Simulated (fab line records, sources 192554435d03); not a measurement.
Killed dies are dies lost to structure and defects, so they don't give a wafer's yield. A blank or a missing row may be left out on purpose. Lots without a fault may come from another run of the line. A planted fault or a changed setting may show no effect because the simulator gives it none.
Chamber matching | flow n5_finfet | N5_BEOL_M13_DEP_53 on pecvd-04: 3 sister chambers
The step deposits SiCN from 3MS/NH3, target thk 50 nm, time 17.8 s. 16 wafers are shown with their chamber, then 8 later ones without.

WAFERS WITH THEIR CHAMBER
wafer  | chamber | showerhead_plenum_p_Torr (Torr) | throttle_valve_pct (%)
L077.2 | 0       | 4.093                           | 18.2
L077.3 | 0       | 4.101                           | 18.5
L077.5 | 2       | 4.170                           | 18.6
L075.2 | 2       | 4.147                           | 18.5
L075.3 | 1       | 4.138                           | 18.6
L075.5 | 0       | 4.102                           | 18.3
L079.1 | 0       | 4.098                           | 18.1
L079.3 | 2       | 4.144                           | 18.6
L079.4 | 1       | 4.128                           | 18.7
L080.3 | 2       | 4.161                           | 18.8
L080.4 | 1       | 4.133                           | 18.6
L080.5 | 2       | 4.159                           | 18.7
L088.1 | 0       | 4.100                           | 18.4
L088.3 | 2       | 4.161                           | 18.9
L088.5 | 2       | 4.155                           | 18.4
L092.1 | 2       | 4.151                           | 18.6

SIGNATURES (means of the wafers above)
reading                  | chamber 0 | chamber 1 | chamber 2 | scatter within a chamber
showerhead_plenum_p_Torr | 4.09880   | 4.13300   | 4.15600   | 0.00683
throttle_valve_pct       | 18.300    | 18.633    | 18.637    | 0.148
Rule: a wafer's distance from a chamber is the root of the sum, over the readings, of the square of ((its reading less the chamber's mean) divided by the reading's scatter). The wafer belongs to the nearest chamber; if the next one is less than 2 further off, it can't be placed. The scatter: the root of (the sum of the squares of (reading less its chamber's mean) over the shown wafers, divided by (wafers less chambers)).

WAFERS WITHOUT THEIR CHAMBER
wafer  | showerhead_plenum_p_Torr (Torr) | throttle_valve_pct (%)
L092.2 | 4.099                           | 18.0
L092.3 | 4.161                           | 19.1
L097.2 | 4.122                           | 16.1
L097.4 | 4.145                           | 18.8
L097.6 | 4.126                           | 16.2
L096.2 | 4.104                           | 18.1
L096.3 | 4.123                           | 16.0
L096.5 | 4.120                           | 15.7

WHICH CHAMBER EACH WENT THROUGH
wafer  | from the rows above     | in truth
L092.2 | 0                       | 0
L092.3 | can't be placed: 2 or 1 | 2
L097.2 | can't be placed: 0 or 1 | 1
L097.4 | can't be placed: 2 or 1 | 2
L097.6 | can't be placed: 0 or 1 | 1
L096.2 | 0                       | 0
L096.3 | can't be placed: 0 or 1 | 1
L096.5 | 0                       | 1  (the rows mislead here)
Placed correctly: 2 of 8. Can't be placed from these rows: 5 (the true chamber is among the candidates in 5). Placed wrongly: 1.
